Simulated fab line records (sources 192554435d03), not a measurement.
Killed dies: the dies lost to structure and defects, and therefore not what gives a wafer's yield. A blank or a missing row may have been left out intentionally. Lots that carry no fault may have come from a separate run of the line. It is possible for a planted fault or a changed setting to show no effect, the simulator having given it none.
fab line records	flow n5_finfet	part 2 of 2: steps 5 to 6 of 6
[record] lots = 19	wafers = 57	last_day = 18
route steps=1938 shown ILD0@335 SDB@360 DUMMY_REMOVAL@377 HKMG_FIN@387
lots that met no fault: from a run of the same line without faults
start_h: start of the lot's first displayed wafer, in hours after the record's first day	wait_h: time in hours since the lot's previous step	" identical to the entry in the row above	L1.1+2: one row covering several wafers at once	- no value present, or no start provided	* or withheld: withheld	< > ~ a bound
route shown NAME@n: NAME is a module with steps in the file, n the number in the route of the first one	usual: mean and standard deviation over wafers with no fault	same: alike in all rows	chamber/n: place in a boat	sites: each site's reading	_std_site: how widely they spread, as a standard deviation	_edge_site: mean of outer sites minus mean of inner sites	radius_mm: for every site, how far away it sits from the centre of the wafer	mask NAME#n: copy n	behind: the most recent tool/chamber to have shaped the wafer	hold: why the lot was held/for how many hours/how that ended	device: names the non-switching transistor (n, p or np)	end of line: tests run on the same wafers once the route is complete	step lacking rows: just its recipe	killed: dies that structure and defects cost at the first sort, which is not the same as the wafer's yield	map: the dies of a wafer, with x for killed, . for not killed, _ for no die there
set.NAME: the setting the step ran with; set.NAME@STEP: the setting that earlier step ran with	model.NAME: the simulator's own value behind a step, which no gauge read
steps of the route over a sample of lots; a table a step, a row a wafer
services: from which hour (start_h, from the record's first day; less than 0 if before it) a tool's chamber was out of use, for how many hours, and why
[[steps]]
[step N5_DUMMY_REMOVAL_HM_STRIP_01]
[recipe] chemistry = CH3F/O2	material = SiNx	target_depth_a = 40	stop_on = poly-Si	time_s = 6.8	over_etch_frac = 0.3	ion_energy_ev = 60	power_w = 410	bias_w = 29	Ar_flow_sccm = 150	CH3F_flow_sccm = 30	O2_flow_sccm = 20
[usual] chamber_pressure_mTorr = 29.999/0.025	drypump_motor_current_A = 5.7/0.34	oes_product_au = 0.63/0.058	rf_vpp_V = 127.5/1.1	showerhead_plenum_p_Torr = 2.00/0.074	throttle_valve_pct = 16.36/0.18
lot.wafer	tool	chamber	start_h	wait_h	chamber_pressure_mTorr	drypump_motor_current_A	oes_product_au	rf_hours_counter_h	rf_vpp_V	showerhead_plenum_p_Torr	throttle_valve_pct
L074.1	rie_diel-06	2	67.93	0.0	29.979	5.8	0.61	131	126.2	1.93	16.59
L074.2	"	3	"	"	30.021	5.3	0.58	232	125.2	1.89	16.30
L074.3	"	0	"	"	29.989	5.7	0.69	73	127.8	2.11	16.29
L075.1	rie_diel-02	1	73.76	0.1	29.991	6.3	0.66	66	128.5	2.11	16.56
L075.5	"	0	"	"	30.001	5.4	0.59	-	128.8	2.07	16.34
L075.6	"	3	"	"	30.030	5.5	0.63	-	127.6	2.00	16.36
L076.1	rie_diel-05	3	80.74	0.0	30.009	5.6	0.56	241	126.7	1.98	16.53
L076.3	"	2	"	"	30.024	6.0	0.59	174	128.4	2.07	16.12
L076.4	"	3	"	"	30.019	5.6	0.56	-	126.5	1.98	16.53
L077.1	rie_diel-05	3	85.20	0.0	30.035	5.6	0.56	243	127.2	1.98	16.53
L077.5	"	2	"	"	30.013	6.1	0.59	-	128.2	2.07	16.13
L077.6	"	0	"	"	29.989	6.1	0.62	-	128.0	2.01	16.30
L079.2	rie_diel-02	1	97.84	0.0	30.028	6.3	0.66	74	127.8	2.11	16.57
L079.3	"	3	"	"	30.013	5.5	0.63	134	127.4	2.00	16.37
L079.4	"	2	"	"	29.991	5.5	0.66	85	127.5	1.94	16.18
L080.1	rie_diel-05	2	106.38	0.0	30.016	6.0	0.60	183	126.7	2.07	16.14
L080.3	"	0	"	"	30.014	6.1	0.60	141	127.8	2.01	16.33
L080.5	"	1	"	"	30.016	5.2	0.76	-	127.9	1.97	16.20
L081.1	rie_diel-02	0	113.46	0.0	30.015	5.4	0.58	217	128.1	2.06	16.35
L081.4	"	3	"	"	30.002	5.5	0.62	138	128.7	2.00	16.39
L081.6	"	3	"	"	30.001	5.5	0.63	-	126.9	2.00	16.38
L082.1	rie_diel-06	1	115.46	0.1	29.986	5.9	0.63	116	126.3	1.85	16.68
L082.4	"	0	"	"	30.018	5.7	0.66	88	129.9	2.10	16.32
L082.5	"	3	"	"	29.964	5.3	0.56	-	126.9	1.89	16.32
L084.1	rie_diel-05	3	131.30	0.0	30.000	5.6	0.82	0	127.1	1.97	16.09
L084.4	"	1	"	"	29.986	5.2	0.74	12	125.9	1.96	16.22
L084.5	"	0	"	"	29.994	6.2	0.60	-	127.8	2.01	16.35
L085.1	rie_diel-06	1	139.85	0.2	29.987	5.9	0.63	122	125.8	1.85	16.70
L085.4	"	3	"	"	30.032	5.3	0.56	251	126.2	1.89	16.34
L085.6	"	0	"	"	30.018	5.7	0.67	-	126.5	2.10	16.33
L086.1	rie_diel-02	3	141.88	0.1	30.013	5.4	0.62	146	128.6	1.99	16.41
L086.4	"	0	"	"	29.996	5.4	0.58	226	129.0	2.06	16.36
L086.5	"	0	"	"	30.004	5.4	0.58	-	128.4	2.06	16.38
L087.3	rie_diel-06	2	147.60	0.0	29.983	5.9	0.59	153	126.2	1.92	16.64
L087.4	"	0	"	"	30.016	5.7	0.67	-	128.4	2.10	16.34
L087.6	"	1	"	"	30.008	5.9	0.62	-	127.2	1.85	16.70
L088.1	rie_diel-02	1	155.71	0.3	30.009	6.3	0.65	92	127.0	2.10	16.60
L088.2	"	0	"	"	29.978	5.4	0.57	230	129.5	2.06	16.39
L088.6	"	1	"	"	30.002	6.3	0.64	-	128.5	2.10	16.59
L089.1	rie_diel-06	0	161.70	0.0	30.034	5.7	0.66	97	127.8	2.10	16.33
L089.2	"	1	"	"	29.976	5.9	0.62	129	127.6	1.85	16.71
L089.4	"	2	"	"	30.001	5.8	0.59	-	127.0	1.92	16.65
L090.1	rie_diel-02	1	170.14	0.0	29.992	6.3	0.64	97	129.7	2.10	16.60
L090.2	"	0	"	"	29.989	5.4	0.57	235	130.0	2.06	16.39
L090.3	"	3	"	"	29.967	5.5	0.62	156	127.6	1.99	16.40
L091.1	rie_diel-05	1	180.39	0.2	30.026	5.2	0.71	24	127.2	1.96	16.23
L091.4	"	3	"	"	29.923	5.6	0.76	13	126.6	1.97	16.12
L091.6	"	3	"	"	30.003	5.5	0.77	-	126.1	1.97	16.11
L094.1	rie_diel-06	0	189.58	0.0	30.029	5.8	0.66	107	128.0	2.10	16.34
L094.4	"	1	"	"	29.982	5.9	0.62	139	128.3	1.85	16.74
L094.6	"	1	"	"	29.999	5.9	0.61	-	125.0	1.85	16.71
L096.1	rie_diel-02	0	201.73	0.0	29.961	5.4	0.57	245	127.9	2.05	16.42
L096.2	"	1	"	"	29.995	6.3	0.64	107	128.5	2.10	16.64
L096.5	"	2	"	"	29.980	5.5	0.63	-	127.7	1.93	16.22
L097.1	rie_diel-05	2	209.28	0.0	29.985	6.1	0.57	212	127.9	2.06	16.18
L097.4	"	3	"	"	30.000	5.6	0.74	22	127.0	1.97	16.13
L097.6	"	0	"	"	30.016	6.2	0.58	-	127.2	2.00	16.36
[step N5_HKMG_FIN_HK_ANNEAL_02]
[recipe] temp_c = 700	time_s = 30	ambient = N2	idle_temp_c = 600	ramp_up_c_per_s = 150	ramp_down_c_per_s = 60	cool_to_c = 600
[usual] lamp_power_pct = 8.80/0.054	wafer_temp_C_max = 702.9/0.66
lot.wafer	tool	chamber	start_h	wait_h	lamp_power_pct	wafer_temp_C_max
L074.1	rtp_anneal-01	0	68.67	0.1	8.79	702.9
L074.2	"	0	"	"	8.81	702.4
L074.3	"	0	"	"	8.84	704.1
L075.1	rtp_anneal-01	0	74.54	0.2	8.71	703.1
L075.5	"	0	"	"	8.78	702.6
L075.6	"	0	"	"	8.74	703.0
L076.1	rtp_anneal-01	0	81.49	0.1	8.85	703.5
L076.3	"	0	"	"	8.82	702.7
L076.4	"	0	"	"	8.84	702.4
L077.1	rtp_anneal-01	0	85.94	0.1	8.79	703.9
L077.5	"	0	"	"	8.78	702.0
L077.6	"	0	"	"	8.73	704.1
L079.2	rtp_anneal-01	0	98.69	0.2	8.94	702.8
L079.3	"	0	"	"	8.82	703.6
L079.4	"	0	"	"	8.86	702.8
L080.1	rtp_anneal-01	0	107.34	0.3	8.82	703.2
L080.3	"	0	"	"	8.75	703.2
L080.5	"	0	"	"	8.86	703.5
L081.1	rtp_anneal-02	0	114.20	0.1	8.81	702.7
L081.4	"	0	"	"	8.71	703.2
L081.6	"	0	"	"	8.74	702.1
L082.1	rtp_anneal-02	0	116.24	0.2	8.80	702.5
L082.4	"	0	"	"	8.90	702.9
L082.5	"	0	"	"	8.69	702.0
L084.1	rtp_anneal-02	0	132.06	0.1	8.69	702.4
L084.4	"	0	"	"	8.91	703.0
L084.5	"	0	"	"	8.90	702.8
L085.1	rtp_anneal-01	0	140.67	0.2	8.72	702.7
L085.4	"	0	"	"	8.81	704.1
L085.6	"	0	"	"	8.86	702.2
L086.1	rtp_anneal-01	0	142.68	0.1	8.70	703.0
L086.4	"	0	"	"	8.84	703.8
L086.5	"	0	"	"	8.84	702.9
L087.3	rtp_anneal-02	0	148.40	0.2	8.77	702.4
L087.4	"	0	"	"	8.82	703.6
L087.6	"	0	"	"	8.78	703.6
L088.1	rtp_anneal-01	0	156.48	0.1	8.76	702.3
L088.2	"	0	"	"	8.83	702.9
L088.6	"	0	"	"	8.81	703.4
L089.1	rtp_anneal-02	0	162.47	0.1	8.86	702.8
L089.2	"	0	"	"	8.86	701.6
L089.4	"	0	"	"	8.82	702.2
L090.1	rtp_anneal-01	0	170.88	0.1	8.71	702.6
L090.2	"	0	"	"	8.79	702.2
L090.3	"	0	"	"	8.79	701.8
L091.1	rtp_anneal-02	0	181.13	0.1	8.70	703.2
L091.4	"	0	"	"	8.78	702.9
L091.6	"	0	"	"	8.77	703.8
L094.1	rtp_anneal-01	0	190.48	0.3	8.78	702.6
L094.4	"	0	"	"	8.74	702.7
L094.6	"	0	"	"	8.82	703.0
L096.1	rtp_anneal-02	0	202.58	0.2	8.77	703.7
L096.2	"	0	"	"	8.85	702.2
L096.5	"	0	"	"	8.74	701.9
L097.1	rtp_anneal-02	0	210.07	0.1	8.80	702.1
L097.4	"	0	"	"	8.77	702.5
L097.6	"	0	"	"	8.69	702.5
[[services]]
tool	chamber	start_h	hours	kind
cmp-04	-	34.95	0.3	repair
rie_diel-02	1	36.31	3.8	repair
rie_diel-04	-	37.53	0.2	repair
rtp_anneal-02	-	43.36	4.2	pm
cmp-04	-	47.08	4.0	pm
ald_sin-02	-	52.92	1.2	repair
rie_diel-02	-	56.32	2.8	pm
rie_diel-05	0	56.42	14.8	repair
rie_diel-01	3	63.15	7.3	repair
rie_diel-03	3	64.49	20.8	repair
rie_diel-03	2	88.25	5.0	repair
ald_sin-02	-	112.02	6.1	pm
cmp-04	-	134.97	0.8	repair
cmp-04	-	145.28	1.4	repair
rie_diel-04	1	154.12	31.9	repair
cmp-02	-	160.82	0.3	repair
rtp_anneal-01	-	172.14	1.0	pm
ald_sin-02	-	176.79	14.0	pm
rie_diel-02	2	186.31	1.2	repair
cmp-04	-	191.68	0.3	repair
rie_diel-01	1	203.47	7.2	repair
ald_sin-02	3	205.50	4.2	repair
cmp-02	-	205.70	5.9	pm
rie_diel-04	1	209.09	6.8	repair
